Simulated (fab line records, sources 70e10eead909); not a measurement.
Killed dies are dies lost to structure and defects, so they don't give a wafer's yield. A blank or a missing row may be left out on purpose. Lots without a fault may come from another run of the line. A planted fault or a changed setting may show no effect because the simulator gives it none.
fab line records | flow nand_harc | part 1 of 2: steps 1 to 4 of 6
record lots=21 wafers=63 last_day=24
route steps=1159 shown A_STAIRCASE@548
lots that met no fault: from a run of the same line without faults
start_h: hours from the record's first day to the start of the lot's first wafer shown | wait_h: hours since the lot's step before | " the same as in the row above | L1.1+2: a row that stands for several wafers | - no value, or no start given | * or withheld: withheld | < > ~ a bound
route shown NAME@n: a module of which the file shows steps, and the number in the route of the first | usual: mean/standard deviation of fault-free wafers | same: alike in all rows | chamber/n: place in a boat | sites: the reading at each site | _std_site: their standard deviation | _edge_site: outer sites' mean less inner sites' | radius_mm: how far each site lies from the wafer's centre | mask NAME#n: copy n | behind: the tool/chamber that last shaped the wafer | hold: why the lot was held/for how many hours/how that ended | device: the transistor (n, p or np) that didn't switch | end of line: the same wafers' tests at the end of the route | a step without rows: its recipe alone | killed: dies lost to structure and defects at the first sort, not the wafer's yield | map: a wafer's dies, x killed, . not, _ none there
set.NAME: the setting as run; set.NAME@STEP: as run at that earlier step | model.NAME: the simulator's own value behind a step, which no gauge read
steps of the route over a sample of lots; a table a step, a row a wafer
services: from which hour (start_h, from the record's first day; less than 0 if before it) a tool's chamber was out of use, for how many hours, and why
## steps
# step NHARC_A_STAIRCASE_TRIM_12
# recipe time_s=211.2 o2_flow_sccm=500 ar_flow_sccm=0 bias_w=0 chemistry=O2
# usual drypump_motor_current_A=5.7/0.54 oes_product_au=0.999/0.011 rf_vpp_V=57.8/0.98 showerhead_plenum_p_Torr=3.57/0.16 throttle_valve_pct=17.037/0.0092
# columns lot.wafer tool chamber start_h wait_h drypump_motor_current_A oes_product_au rf_hours_counter_h rf_vpp_V showerhead_plenum_p_Torr throttle_valve_pct
L074.1 rie_diel-02 0 235.88 0.1 4.9 1.000 29 56.4 3.79 17.039
L074.6 " 0 " " 4.9 0.997 - 57.8 3.79 17.022
L074.5 " 1 " " 5.2 0.995 - 58.7 3.35 17.037
L075.4 rie_diel-02 2 236.23 0.1 6.5 1.004 21 58.8 3.61 17.040
L075.1 " 3 " " 6.6 1.003 31 58.2 3.39 17.034
L075.2 " 0 " " 4.9 1.000 29 58.1 3.79 17.031
L076.4 rie_diel-01 0 252.22 0.1 6.0 0.996 34 57.2 3.79 17.036
L076.3 " 2 " " 5.5 1.009 34 56.8 3.50 17.029
L076.5 " 0 " " 6.0 0.996 - 57.5 3.79 17.025
L079.1 rie_diel-02 3 255.89 0.1 6.6 0.998 37 56.9 3.38 17.022
L079.4 " 0 " " 4.9 1.003 - 58.7 3.79 17.041
L079.5 " 2 " " 6.5 0.999 - 57.1 3.61 17.039
L080.3 rie_diel-01 2 268.25 0.1 5.5 0.994 40 57.3 3.50 17.034
L080.6 " 2 " " 5.5 1.000 - 56.3 3.50 17.031
L080.5 " 3 " " 5.0 0.994 - 56.3 3.61 17.039
L082.3 rie_diel-08 0 282.40 0.1 5.6 0.984 57 57.3 3.60 17.040
L082.2 " 3 " " 6.0 0.997 59 58.1 3.64 17.042
L082.6 " 1 " " 5.2 1.005 - 57.6 3.46 17.036
L081.3 rie_diel-08 2 282.62 0.1 5.6 0.998 54 57.5 3.28 17.036
L081.4 " 3 " " 6.0 0.994 59 57.7 3.64 17.033
L081.6 " 2 " " 5.6 1.004 - 58.7 3.28 17.033
L083.2 rie_diel-08 1 287.19 0.1 5.2 1.015 57 58.6 3.46 17.036
L083.1 " 2 " " 5.6 1.005 56 54.7 3.27 17.057
L083.5 " 2 " " 5.6 1.009 - 57.3 3.27 17.044
L086.2 rie_diel-01 0 308.38 0.2 6.0 0.987 52 57.7 3.78 17.026
L086.3 " 1 " " 5.6 1.019 54 59.3 3.54 17.032
L086.4 " 2 " " 5.5 1.008 54 57.6 3.49 17.042
L084.1 rie_diel-01 3 308.56 0.1 5.0 1.012 53 57.4 3.61 17.031
L084.2 " 0 " " 6.0 0.992 52 57.0 3.78 17.042
L084.5 " 0 " " 6.0 0.996 - 58.4 3.78 17.040
L087.3 rie_diel-02 3 313.06 0.1 6.6 0.999 58 57.1 3.37 17.035
L087.2 " 1 " " 5.2 0.993 44 56.7 3.34 17.024
L087.1 " 2 " " 6.5 0.988 48 57.2 3.60 17.046
L085.4 rie_diel-08 1 313.51 0.1 5.2 1.005 1 56.4 3.45 17.024
L085.1 " 2 " " 5.6 0.991 1 59.7 3.81 17.043
L085.3 " 0 " " 5.5 0.995 1 58.7 3.60 17.043
L089.2 rie_diel-02 1 324.42 0.1 5.2 0.994 51 57.0 3.33 17.049
L089.4 " 2 " " 6.5 1.004 55 55.8 3.59 17.047
L089.5 " 1 " " 5.2 0.997 - 56.8 3.33 17.036
L090.2 rie_diel-01 3 325.28 0.1 5.0 1.003 0 57.9 3.60 17.045
L090.3 " 1 " " 5.6 1.014 0 57.9 3.53 17.035
L090.6 " 0 " " 6.0 0.990 - 57.5 3.78 17.050
L088.3 rie_diel-01 2 325.62 0.1 5.6 0.968 1 57.8 3.49 17.040
L088.2 " 0 " " 6.0 0.977 1 58.3 3.78 17.031
L088.6 " 1 " " 5.6 1.006 - 58.4 3.53 17.026
L091.4 rie_diel-08 0 333.88 0.1 5.5 1.004 14 58.0 3.59 17.040
L091.3 " 2 " " 5.7 0.997 13 57.6 3.80 17.026
L091.6 " 3 " " 6.0 1.000 - 58.1 3.63 17.037
L092.4 rie_diel-08 2 339.17 0.1 5.6 1.000 15 58.6 3.80 17.036
L092.2 " 0 " " 5.5 0.995 16 58.6 3.59 17.037
L092.5 " 2 " " 5.6 1.000 - 60.5 3.80 17.022
L093.2 rie_diel-01 1 344.26 0.1 5.7 1.012 8 58.9 3.53 17.050
L093.3 " 3 " " 5.0 0.992 10 57.5 3.60 17.037
L093.5 " 3 " " 5.0 0.992 - 57.9 3.60 17.037
L094.1 rie_diel-01 3 358.10 0.1 5.0 0.992 13 59.2 3.60 17.019
L094.4 " 1 " " 5.6 1.004 11 59.0 3.53 17.031
L094.6 " 2 " " 5.6 0.981 - 58.2 3.48 17.046
L095.1 rie_diel-02 1 358.31 0.1 5.2 0.982 5 58.9 3.33 17.041
L095.4 " 3 " " 6.6 1.005 6 56.5 3.36 17.024
L095.6 " 1 " " 5.2 0.989 - 58.1 3.33 17.015
L097.4 rie_diel-02 1 378.68 0.1 5.2 0.978 11 57.4 3.33 17.049
L097.1 " 2 " " 6.5 0.996 11 57.7 3.59 17.044
L097.6 " 3 " " 6.6 1.011 - 57.0 3.36 17.045
# step NHARC_A_STAIRCASE_TRIM_18
# recipe time_s=211.2 o2_flow_sccm=500 ar_flow_sccm=0 bias_w=0 chemistry=O2
# usual drypump_motor_current_A=5.7/0.53 oes_product_au=0.997/0.011 rf_vpp_V=57.9/0.88 showerhead_plenum_p_Torr=3.55/0.15 throttle_valve_pct=17.037/0.0086
# columns lot.wafer tool chamber start_h wait_h drypump_motor_current_A oes_product_au rf_hours_counter_h rf_vpp_V showerhead_plenum_p_Torr throttle_valve_pct
L074.1 rie_diel-02 0 - - 4.9 1.008 30 58.8 3.79 17.030
L074.5 " 1 " " 5.2 0.984 - 57.2 3.35 17.036
L074.6 " 2 " " 6.5 0.995 - 58.4 3.61 17.037
L075.4 rie_diel-02 1 - - 5.2 0.982 30 57.2 3.35 17.044
L075.1 " 2 " " 6.5 0.997 22 57.7 3.61 17.028
L075.2 " 3 " " 6.6 0.999 31 60.2 3.39 17.030
L076.3 rie_diel-01 3 - - 5.0 1.012 34 57.3 3.62 17.038
L076.4 " 0 " " 6.0 0.990 34 58.3 3.79 17.037
L076.5 " 3 " " 5.1 1.010 - 57.8 3.62 17.025
L079.1 rie_diel-02 3 - - 6.6 1.004 38 57.4 3.38 17.028
L079.4 " 2 " " 6.5 1.013 - 57.2 3.61 17.029
L079.5 " 0 " " 4.9 1.002 - 59.0 3.79 17.037
L080.3 rie_diel-01 1 - - 5.7 1.011 41 58.8 3.54 17.034
L080.6 " 2 " " 5.5 0.989 - 57.7 3.50 17.040
L080.5 " 3 " " 5.0 1.003 - 59.9 3.61 17.024
L082.3 rie_diel-08 2 - - 5.6 1.005 55 57.2 3.28 17.046
L082.2 " 1 " " 5.2 1.002 56 56.4 3.46 17.039
L082.6 " 3 " " 6.0 0.994 - 58.4 3.64 17.028
L081.3 rie_diel-08 1 - - 5.2 1.011 56 57.2 3.46 17.042
L081.4 " 2 " " 5.6 0.997 55 55.5 3.27 17.047
L081.6 " 1 " " 5.2 1.013 - 58.0 3.46 17.043
L083.2 rie_diel-08 2 - - 5.6 0.989 56 57.3 3.27 17.026
L083.1 " 3 " " 6.0 1.006 61 58.5 3.64 17.031
L083.5 " 3 " " 6.0 1.007 - 58.4 3.64 17.030
L086.2 rie_diel-01 2 - - 5.5 0.989 55 57.3 3.49 17.035
L086.4 " 3 " " 5.1 0.995 53 57.4 3.61 17.044
L086.3 " 0 " " 6.0 0.983 53 56.9 3.78 17.050
L084.2 rie_diel-01 1 - - 5.7 1.015 54 59.4 3.54 17.021
L084.1 " 2 " " 5.5 0.993 55 57.6 3.49 17.030
L084.5 " 3 " " 5.1 1.007 - 57.1 3.61 17.037
L087.3 rie_diel-02 1 - - 5.2 0.986 44 57.0 3.34 17.029
L087.1 " 2 " " 6.5 0.991 48 57.4 3.60 17.033
L087.2 " 3 " " 6.6 0.989 59 56.5 3.37 17.045
L085.4 rie_diel-08 0 - - 5.6 0.993 1 56.6 3.60 17.032
L085.1 " 2 " " 5.6 0.999 1 57.2 3.81 17.042
L085.3 " 3 " " 6.0 1.019 1 57.6 3.63 17.026
L089.2 rie_diel-02 1 - - 5.2 0.981 52 57.1 3.33 17.024
L089.4 " 0 " " 4.9 1.001 59 58.5 3.77 17.024
L089.5 " 2 " " 6.5 0.995 - 58.2 3.59 17.051
L090.3 rie_diel-01 1 - - 5.6 1.014 1 57.0 3.53 17.054
L090.2 " 2 " " 5.6 0.989 1 57.8 3.49 17.034
L090.6 " 1 " " 5.6 1.007 - 58.6 3.53 17.034
L088.3 rie_diel-01 3 - - 5.0 0.995 1 58.4 3.60 17.038
L088.2 " 2 " " 5.6 0.976 1 57.4 3.49 17.045
L088.6 " 3 " " 5.0 0.981 - 58.5 3.60 17.032
L091.3 rie_diel-08 0 - - 5.6 1.005 15 57.1 3.59 17.037
L091.4 " 2 " " 5.6 1.005 13 58.8 3.80 17.033
L091.6 " 3 " " 6.0 0.997 - 58.7 3.63 17.038
L092.4 rie_diel-08 3 - - 6.0 0.995 15 59.0 3.62 17.045
L092.2 " 2 " " 5.6 1.002 16 59.0 3.80 17.045
L092.5 " 0 " " 5.6 1.006 - 58.4 3.59 17.030
L093.3 rie_diel-01 3 - - 5.0 1.000 10 58.3 3.60 17.046
L093.2 " 1 " " 5.6 1.017 9 56.1 3.53 17.044
L093.5 " 3 " " 5.0 0.992 - 57.7 3.60 17.052
L094.4 rie_diel-01 2 - - 5.5 0.982 10 58.4 3.48 17.036
L094.1 " 0 " " 6.0 0.969 12 58.6 3.77 17.029
L094.6 " 3 " " 5.1 0.975 - 59.9 3.60 17.037
L095.4 rie_diel-02 3 - - 6.6 1.005 6 58.3 3.36 17.029
L095.1 " 0 " " 4.9 1.012 6 58.4 3.77 17.033
L095.6 " 3 " " 6.6 1.001 - 56.8 3.36 17.045
L097.1 rie_diel-02 1 - - 5.2 0.976 11 58.1 3.33 17.036
L097.4 " 2 " " 6.5 0.985 11 57.6 3.59 17.050
L097.6 " 0 " " 4.9 1.002 - 59.5 3.77 17.049
# step NHARC_A_STAIRCASE_TRIM_196
# recipe time_s=211.2 o2_flow_sccm=500 ar_flow_sccm=0 bias_w=0 chemistry=O2
# usual drypump_motor_current_A=5.7/0.51 oes_product_au=0.997/0.011 rf_vpp_V=57.8/0.87 showerhead_plenum_p_Torr=3.55/0.15 throttle_valve_pct=17.037/0.0086
# columns lot.wafer tool chamber start_h wait_h drypump_motor_current_A oes_product_au rf_hours_counter_h rf_vpp_V showerhead_plenum_p_Torr throttle_valve_pct
L074.1 rie_diel-08 3 240.88 0.1 6.0 0.996 44 57.3 3.65 17.050
L074.6 " 2 " " 5.6 1.007 - 56.7 3.28 17.038
L074.5 " 3 " " 6.0 0.994 - 58.3 3.65 17.033
L075.1 rie_diel-02 0 241.16 0.1 4.9 0.997 31 58.2 3.79 17.053
L075.2 " 1 " " 5.2 0.974 31 56.9 3.34 17.038
L075.4 " 3 " " 6.7 0.994 33 56.7 3.38 17.033
L076.4 rie_diel-01 1 257.74 0.1 5.6 1.016 36 58.0 3.55 17.022
L076.3 " 2 " " 5.5 0.996 36 58.3 3.50 17.030
L076.5 " 2 " " 5.6 1.005 - 59.1 3.50 17.048
L079.1 rie_diel-01 3 262.53 0.1 5.0 1.002 38 58.2 3.61 17.035
L079.4 " 1 " " 5.7 1.015 39 57.3 3.55 17.048
L079.5 " 2 " " 5.5 0.990 - 56.1 3.50 17.045
L080.3 rie_diel-01 2 273.90 0.1 5.5 0.996 42 58.2 3.49 17.052
L080.6 " 2 " " 5.6 0.996 - 57.8 3.49 17.036
L080.5 " 3 " " 5.0 1.019 - 58.0 3.61 17.044
L082.3 rie_diel-02 3 287.38 0.1 6.6 1.006 49 57.0 3.38 17.044
L082.2 " 2 " " 6.5 1.009 39 57.9 3.60 17.046
L082.6 " 0 " " 4.9 1.008 - 58.0 3.78 17.035
L081.4 rie_diel-08 3 287.63 0.1 6.0 1.001 61 57.9 3.64 17.038
L081.3 " 1 " " 5.2 1.019 57 57.7 3.46 17.040
L081.6 " 3 " " 6.0 1.000 - 58.4 3.64 17.043
L083.2 rie_diel-02 0 295.60 0.1 4.9 1.002 50 57.9 3.78 17.043
L083.1 " 2 " " 6.5 1.002 42 58.2 3.60 17.029
L083.5 " 0 " " 4.9 0.993 - 57.4 3.78 17.046
L086.3 rie_diel-01 0 313.30 0.1 6.0 0.999 54 59.1 3.78 17.038
L086.4 " 1 " " 5.6 1.001 56 58.0 3.54 17.035
L086.2 " 3 " " 5.1 1.009 55 57.7 3.60 17.020
L084.1 rie_diel-08 3 316.00 0.1 6.0 1.010 2 56.8 3.63 17.047
L084.2 " 1 " " 5.2 1.002 3 58.7 3.45 17.041
L084.5 " 2 " " 5.6 1.002 - 57.8 3.81 17.036
L085.1 rie_diel-08 3 318.61 0.1 6.0 0.988 3 58.7 3.63 17.030
L085.3 " 0 " " 5.6 0.988 4 58.1 3.60 17.034
L085.4 " 2 " " 5.6 0.982 4 57.1 3.81 17.028
L087.1 rie_diel-02 1 318.73 0.1 5.2 0.990 47 56.2 3.34 17.045
L087.3 " 2 " " 6.5 1.012 51 59.0 3.60 17.054
L087.2 " 3 " " 6.6 1.008 61 56.3 3.37 17.038
L089.2 rie_diel-08 0 330.07 0.1 5.6 1.011 10 58.3 3.59 17.023
L089.4 " 2 " " 5.6 1.010 10 57.9 3.80 17.011
L089.5 " 0 " " 5.5 0.998 - 58.7 3.59 17.034
L090.3 rie_diel-01 1 330.81 0.1 5.7 1.014 3 58.0 3.53 17.028
L090.2 " 3 " " 5.0 1.001 3 56.5 3.60 17.044
L090.6 " 1 " " 5.7 1.016 - 58.4 3.53 17.033
L088.3 rie_diel-08 2 334.06 0.2 5.7 0.989 13 59.1 3.80 17.027
L088.2 " 0 " " 5.5 0.999 14 59.1 3.59 17.031
L088.6 " 2 " " 5.6 1.008 - 57.3 3.80 17.023
L091.3 rie_diel-01 0 339.67 0.1 6.0 0.977 7 58.2 3.77 17.039
L091.4 " 2 " " 5.6 0.974 8 57.6 3.48 17.036
L091.6 " 1 " " 5.7 1.001 - 55.0 3.53 17.031
L092.2 rie_diel-02 0 344.36 0.1 4.9 0.998 2 59.3 3.77 17.037
L092.4 " 3 " " 6.6 1.000 2 57.0 3.37 17.029
L092.5 " 1 " " 5.2 0.978 - 57.6 3.33 17.040
L093.3 rie_diel-02 2 349.72 0.1 6.5 0.985 4 57.8 3.59 17.025
L093.2 " 3 " " 6.6 1.008 4 56.6 3.36 17.036
L093.5 " 1 " " 5.2 0.982 - 56.7 3.33 17.043
L094.1 rie_diel-01 2 364.07 0.1 5.5 0.988 14 57.9 3.48 17.033
L094.4 " 0 " " 6.0 0.983 15 57.9 3.77 17.043
L094.6 " 2 " " 5.6 1.000 - 57.9 3.48 17.040
L095.1 rie_diel-02 2 364.39 0.1 6.5 0.985 8 56.7 3.59 17.043
L095.4 " 0 " " 4.9 1.004 9 58.7 3.77 17.040
L095.6 " 2 " " 6.5 0.984 - 57.4 3.59 17.030
L097.1 rie_diel-02 3 383.40 0.1 6.6 1.001 14 56.8 3.36 17.039
L097.4 " 1 " " 5.2 0.981 12 57.1 3.33 17.031
L097.6 " 2 " " 6.6 0.985 - 58.3 3.59 17.045
# step NHARC_A_STAIRCASE_TRIM_198
# recipe time_s=211.2 o2_flow_sccm=500 ar_flow_sccm=0 bias_w=0 chemistry=O2
# usual drypump_motor_current_A=5.7/0.52 oes_product_au=0.998/0.01 rf_vpp_V=57.9/0.98 showerhead_plenum_p_Torr=3.57/0.15 throttle_valve_pct=17.036/0.0089
# columns lot.wafer tool chamber start_h wait_h drypump_motor_current_A oes_product_au rf_hours_counter_h rf_vpp_V showerhead_plenum_p_Torr throttle_valve_pct
L074.1 rie_diel-08 2 - - 5.6 1.007 39 56.7 3.28 17.063
L074.6 " 3 " " 6.0 0.991 - 59.2 3.65 17.032
L074.5 " 0 " " 5.6 0.987 - 57.3 3.61 17.042
L075.4 rie_diel-02 2 - - 6.5 0.986 23 57.8 3.61 17.033
L075.2 " 3 " " 6.6 0.999 33 56.4 3.38 17.042
L075.1 " 0 " " 4.9 0.985 32 59.0 3.79 17.022
L076.3 rie_diel-01 3 - - 5.0 1.004 36 57.0 3.62 17.043
L076.4 " 2 " " 5.6 0.994 36 58.1 3.50 17.037
L076.5 " 0 " " 6.0 0.987 - 56.4 3.79 17.049
L079.4 rie_diel-01 0 - - 6.0 1.003 38 57.5 3.79 17.033
L079.1 " 1 " " 5.6 1.012 39 57.4 3.54 17.040
L079.5 " 3 " " 5.1 1.005 - 58.4 3.61 17.034
L080.3 rie_diel-01 1 - - 5.6 1.009 43 58.1 3.54 17.032
L080.5 " 3 " " 5.1 1.020 - 57.1 3.61 17.031
L080.6 " 0 " " 6.0 0.990 - 58.3 3.78 17.037
L082.3 rie_diel-02 1 - - 5.2 0.972 35 56.1 3.34 17.034
L082.2 " 3 " " 6.6 0.981 49 56.0 3.38 17.045
L082.6 " 0 " " 4.9 0.997 - 58.6 3.78 17.031
L081.3 rie_diel-08 0 - - 5.6 0.986 59 57.8 3.60 17.023
L081.4 " 2 " " 5.7 0.997 56 59.1 3.27 17.038
L081.6 " 0 " " 5.6 0.979 - 57.6 3.60 17.020
L083.2 rie_diel-02 1 - - 5.2 0.974 38 55.7 3.34 17.016
L083.1 " 2 " " 6.6 0.987 42 58.3 3.60 17.036
L083.5 " 1 " " 5.2 0.977 - 59.4 3.34 17.028
L086.4 rie_diel-01 1 - - 5.6 0.998 56 58.0 3.54 17.037
L086.2 " 2 " " 5.6 0.996 57 57.5 3.49 17.034
L086.3 " 0 " " 6.0 0.992 54 58.3 3.78 17.049
L084.1 rie_diel-08 0 - - 5.6 0.992 2 59.1 3.60 17.051
L084.2 " 1 " " 5.2 0.999 3 58.9 3.45 17.026
L084.5 " 3 " " 6.0 1.000 - 57.5 3.63 17.044
L085.4 rie_diel-08 3 - - 6.0 1.000 4 59.6 3.63 17.047
L085.3 " 1 " " 5.2 1.001 4 58.4 3.45 17.023
L085.1 " 2 " " 5.6 0.989 4 60.0 3.81 17.046
L087.2 rie_diel-02 1 - - 5.2 0.996 47 57.4 3.34 17.032
L087.1 " 2 " " 6.5 1.008 51 57.9 3.60 17.030
L087.3 " 3 " " 6.6 1.006 61 57.5 3.37 17.054
L089.4 rie_diel-08 3 - - 6.1 1.004 9 58.4 3.63 17.033
L089.2 " 2 " " 5.7 1.004 10 59.1 3.80 17.027
L089.5 " 3 " " 6.1 0.997 - 56.4 3.63 17.031
L090.3 rie_diel-01 2 - - 5.5 0.985 4 56.2 3.48 17.031
L090.2 " 3 " " 5.0 0.996 4 59.1 3.60 17.045
L090.6 " 2 " " 5.6 0.978 - 58.5 3.48 17.032
L088.3 rie_diel-08 0 - - 5.6 1.007 14 57.2 3.59 17.023
L088.2 " 1 " " 5.2 1.010 15 55.7 3.44 17.032
L088.6 " 0 " " 5.5 1.001 - 59.1 3.59 17.044
L091.4 rie_diel-01 3 - - 5.0 1.000 8 57.5 3.60 17.052
L091.3 " 1 " " 5.6 1.019 7 57.0 3.53 17.028
L091.6 " 3 " " 5.0 1.005 - 58.0 3.60 17.036
L092.2 rie_diel-02 3 - - 6.6 1.013 2 56.4 3.37 17.022
L092.4 " 0 " " 4.9 1.019 2 58.2 3.77 17.053
L092.5 " 3 " " 6.7 1.007 - 58.3 3.37 17.039
L093.3 rie_diel-02 2 - - 6.5 0.999 4 57.4 3.59 17.026
L093.2 " 1 " " 5.2 0.983 4 56.9 3.33 17.030
L093.5 " 2 " " 6.4 0.991 - 56.9 3.59 17.045
L094.4 rie_diel-01 0 - - 6.0 0.989 15 58.8 3.77 17.036
L094.1 " 2 " " 5.6 0.985 14 57.7 3.48 17.043
L094.6 " 3 " " 5.0 0.998 - 58.6 3.59 17.037
L095.1 rie_diel-02 3 - - 6.6 1.004 9 57.7 3.36 17.043
L095.4 " 2 " " 6.5 0.991 8 58.1 3.59 17.021
L095.6 " 3 " " 6.6 1.006 - 56.4 3.36 17.029
L097.1 rie_diel-02 0 - - 4.9 1.006 14 58.2 3.77 17.039
L097.4 " 1 " " 5.2 0.976 12 58.8 3.33 17.032
L097.6 " 1 " " 5.2 0.986 - 56.9 3.33 17.034
